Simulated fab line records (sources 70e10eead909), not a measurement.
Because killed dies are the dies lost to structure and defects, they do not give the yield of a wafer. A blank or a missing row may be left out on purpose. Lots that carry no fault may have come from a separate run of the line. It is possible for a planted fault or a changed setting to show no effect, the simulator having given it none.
Which tool was responsible? | flow nandHarc | 14 lots, 42 wafers sampled, at 5 steps of a route of 1302

== WHAT THE GAUGES READ, wafer by wafer ==
NHARC_A_CONTACT_CD_MEAS_15.
lot  | measured     | on       | cdNm (nm)
L824 | day 23 01:50 | cdSem-03 | 189.4 189.5 190.3
L826 | day 23 06:27 | cdSem-03 | 189.4 189.7 189.4
L825 | day 23 11:00 | cdSem-03 | 189.8 189.8 189.1
L829 | day 25 10:07 | cdSem-01 | 190.0 189.7 189.6
L830 | day 25 11:13 | cdSem-01 | 191.9 191.1 191.2
L832 | day 25 12:44 | cdSem-01 | 189.2 188.6 188.5
L831 | day 25 15:08 | cdSem-01 | 189.7 190.0 189.9
L827 | day 25 16:10 | cdSem-03 | 190.2 189.7 189.2
L836 | day 26 18:32 | cdSem-01 | 190.9 190.8 190.8
L835 | day 26 23:14 | cdSem-03 | 189.7 189.8 190.3
L838 | day 28 14:09 | cdSem-01 | 189.3 189.7 189.2
L841 | day 29 02:17 | cdSem-02 | 191.0 190.2 190.7
L846 | day 32 02:36 | cdSem-03 | 189.6 190.2 190.2
L847 | day 32 16:46 | cdSem-01 | 189.7 189.9 188.7

NHARC_A_CONTACT_INSPECT_23.
lot  | measured     | on               | rawDefectCount
L824 | day 23 04:16 | defectInspect-01 | 525 621 463
L826 | day 23 08:53 | defectInspect-02 | 353 419 437
L825 | day 23 14:19 | defectInspect-01 | 495 504 519
L829 | day 25 12:32 | defectInspect-02 | 673 547 632
L830 | day 25 14:25 | defectInspect-01 | 593 672 529
L832 | day 25 15:24 | defectInspect-02 | 881 410 626
L831 | day 25 17:34 | defectInspect-01 | 458 377 567
L827 | day 25 18:52 | defectInspect-01 | 583 339 352
L836 | day 26 20:59 | defectInspect-01 | 718 428 365
L835 | day 27 01:40 | defectInspect-01 | 559 490 604
L838 | day 28 16:41 | defectInspect-01 | 2917 2723 2811
L841 | day 29 04:46 | defectInspect-02 | 2671 2571 2848
L846 | day 32 05:07 | defectInspect-01 | 493 544 458
L847 | day 32 19:11 | defectInspect-01 | 463 718 425

== WHAT TOOL EACH LOT RAN ON (gives the tool, then ch and the chambers of the sampled wafers, and finally the start) ==
lot  | NHARC_A_CONTACT_DESCUM_13         | NHARC_A_CONTACT_ETCH_137           | NHARC_A_CONTACT_CMP_20
L824 | rieDiel-12 ch 2,3, day 22 22:40   | harCapEtch-03 ch 0,1, day 23 00:30 | cmp-02 ch 1,2, day 23 03:53
L826 | rieDiel-12 ch 0,1,2, day 23 03:13 | harCapEtch-02 ch 0,1, day 23 05:08 | cmp-01 ch 0,1,3, day 23 08:29
L825 | rieDiel-12 ch 0,2, day 23 07:38   | harCapEtch-03 ch 0,1, day 23 09:33 | cmp-02 ch 2,3, day 23 13:54
L829 | rieDiel-04 ch 0,1,3, day 25 06:51 | harCapEtch-02 ch 0,1, day 25 08:43 | cmp-04 ch 0,1,3, day 25 12:10
L830 | rieDiel-01 ch 0,1,3, day 25 07:35 | harCapEtch-03 ch 0,1, day 25 09:26 | cmp-02 ch 0,1,3, day 25 14:01
L832 | rieDiel-04 ch 0,1,2, day 25 09:30 | harCapEtch-01 ch 0,1, day 25 11:26 | cmp-02 ch 1,2,3, day 25 15:02
L831 | rieDiel-04 ch 1,3, day 25 11:44   | harCapEtch-02 ch 0,1, day 25 13:53 | cmp-01 ch 0,1,2, day 25 17:10
L827 | rieDiel-12 ch 0,2,3, day 25 12:52 | harCapEtch-03 ch 0,1, day 25 14:50 | cmp-04 ch 0,2,3, day 25 18:28
L836 | rieDiel-12 ch 1,2,3, day 26 15:22 | harCapEtch-02 ch 0,1, day 26 17:16 | cmp-04 ch 1,2,3, day 26 20:35
L835 | rieDiel-12 ch 1,2,3, day 26 19:32 | harCapEtch-01 ch 0,1, day 26 21:43 | cmp-01 ch 0,1,2, day 27 01:16
L838 | rieDiel-12 ch 0,3, day 28 10:55   | harCapEtch-01 ch 0,1, day 28 12:57 | cmp-01 ch 1,2,3, day 28 16:21
L841 | rieDiel-12 ch 1,3, day 28 22:55   | harCapEtch-01 ch 1, day 29 00:58   | cmp-01 ch 0,2,3, day 29 04:22
L846 | rieDiel-12 ch 0,2,3, day 31 23:13 | harCapEtch-01 ch 0,1, day 32 01:17 | cmp-01 ch 0,1,2, day 32 04:43
L847 | rieDiel-12 ch 0,3, day 32 13:35   | harCapEtch-01 ch 0,1, day 32 15:34 | cmp-02 ch 1,2,3, day 32 18:50
- NHARC_A_CONTACT_DESCUM_13: chemistry O2, time 3 s.
- NHARC_A_CONTACT_ETCH_137: etches the open film in C4F8/O2/Ar, time 311 s, target depth 1912 nm.
- NHARC_A_CONTACT_CMP_20: polishes, t overpolish 30 s, target thk 300 nm.

== AS READ BY THE TOOLS THEMSELVES (means over the sampled wafers that have a number; for cases with no such wafer, the mark the record gives instead) ==
NHARC_A_CONTACT_DESCUM_13.
lot  | tool       | drypumpMotorCurrentA (A) | oesProductAu (a.u.) | rfVppV (V) | showerheadPlenumPTorr (Torr) | throttleValvePct (%)
L824 | rieDiel-12 | 5.9                      | 1.000               | 58.9       | 2.05                         | 11.309
L826 | rieDiel-12 | 5.4                      | 1.010               | 57.7       | 1.99                         | 11.315
L825 | rieDiel-12 | 5.9                      | 1.017               | 58.6       | 2.01                         | 11.311
L829 | rieDiel-04 | 5.6                      | 0.998               | 57.9       | 1.93                         | 11.315
L830 | rieDiel-01 | 5.5                      | 1.002               | 57.9       | 1.93                         | 11.313
L832 | rieDiel-04 | 5.4                      | 0.996               | 57.7       | 1.96                         | 11.309
L831 | rieDiel-04 | 6.0                      | 0.990               | 57.6       | 1.90                         | 11.308
L827 | rieDiel-12 | 5.5                      | 1.003               | 58.2       | 1.99                         | 11.319
L836 | rieDiel-12 | 5.5                      | 1.007               | 58.0       | 2.03                         | 11.317
L835 | rieDiel-12 | 5.5                      | 1.002               | 58.3       | 2.03                         | 11.310
L838 | rieDiel-12 | 5.2                      | 1.001               | 58.0       | 1.96                         | 11.305
L841 | rieDiel-12 | 5.1                      | 0.989               | 58.2       | 2.01                         | 11.312
L846 | rieDiel-12 | 5.5                      | 1.004               | 58.6       | 1.98                         | 11.304
L847 | rieDiel-12 | 5.2                      | 0.995               | 57.7       | 1.92                         | 11.306

NHARC_A_CONTACT_CMP_20.
lot  | tool   | edgeZonePressureFrac | motorCurrentA (A) | overpolishRunS (s) | retainingRingPressureFrac | timeToEndpointS (s)
L824 | cmp-02 | 1.002                | 10.5              | 29.998             | 1.004                     | 62.8
L826 | cmp-01 | 0.996                | 12.1              | 29.994             | 1.002                     | 60.5
L825 | cmp-02 | 0.999                | 11.8              | 29.998             | 0.997                     | 58.7
L829 | cmp-04 | 0.997                | 11.9              | 30.002             | 0.998                     | 62.1
L830 | cmp-02 | 1.002                | 12.6              | 30.002             | 1.000                     | 60.3
L832 | cmp-02 | 0.998                | 11.5              | 30.012             | 0.993                     | 62.3
L831 | cmp-01 | 0.998                | 12.5              | 29.995             | 1.000                     | 59.5
L827 | cmp-04 | 1.002                | 12.0              | 30.016             | 1.002                     | 62.4
L836 | cmp-04 | 1.003                | 12.1              | 30.000             | 1.001                     | 62.8
L835 | cmp-01 | 0.998                | 12.8              | 30.007             | 0.999                     | 60.0
L838 | cmp-01 | -                    | -                 | -                  | -                         | -
L841 | cmp-01 | -                    | -                 | -                  | -                         | -
L846 | cmp-01 | 1.003                | 12.4              | 29.991             | 0.999                     | 57.7
L847 | cmp-02 | 0.999                | 11.5              | 30.011             | 0.994                     | 57.6

== THE ANSWER, worked out from the rows above alone ==
Rule: the lots themselves supply what counts as usual. The widest of any qualifying gaps counts: lots, ordered by their means at a reading, are off when they make up no more than a third of the lots, leave a main group of 4 or more, and stand apart from it by 3 or more times the standard deviation of that group's means. A main group is skipped when, at the precision printed for the reading in the tables above, its means are all equal. Also off: a lot with no number at a reading for which 4 or more lots have one. All remaining lots with rows at the step are treated as sound. After the gauges, taken in route order, come the tools' own readings; for these a lot's mean is taken, as printed above. The first step at which some lot is off is used, and at that step the reading that is off furthest; a lot without a number counts as furthest.
Off: L838, L841 (NHARC_A_CONTACT_INSPECT_23, rawDefectCount). Main group: mean 523, sd 69.
If a tool, at a process step before that reading, ran all the lots that are off and no sound lot after the first of them, it fits. The gauges at NHARC_A_CONTACT_INSPECT_23 aren't tried: what is off there is off at NHARC_A_CONTACT_CMP_20 too, on other tools, and a gauge's error can't cause that. Of those tried, none fits.

== WHAT WAS PUT IN BY THE SIMULATOR ==
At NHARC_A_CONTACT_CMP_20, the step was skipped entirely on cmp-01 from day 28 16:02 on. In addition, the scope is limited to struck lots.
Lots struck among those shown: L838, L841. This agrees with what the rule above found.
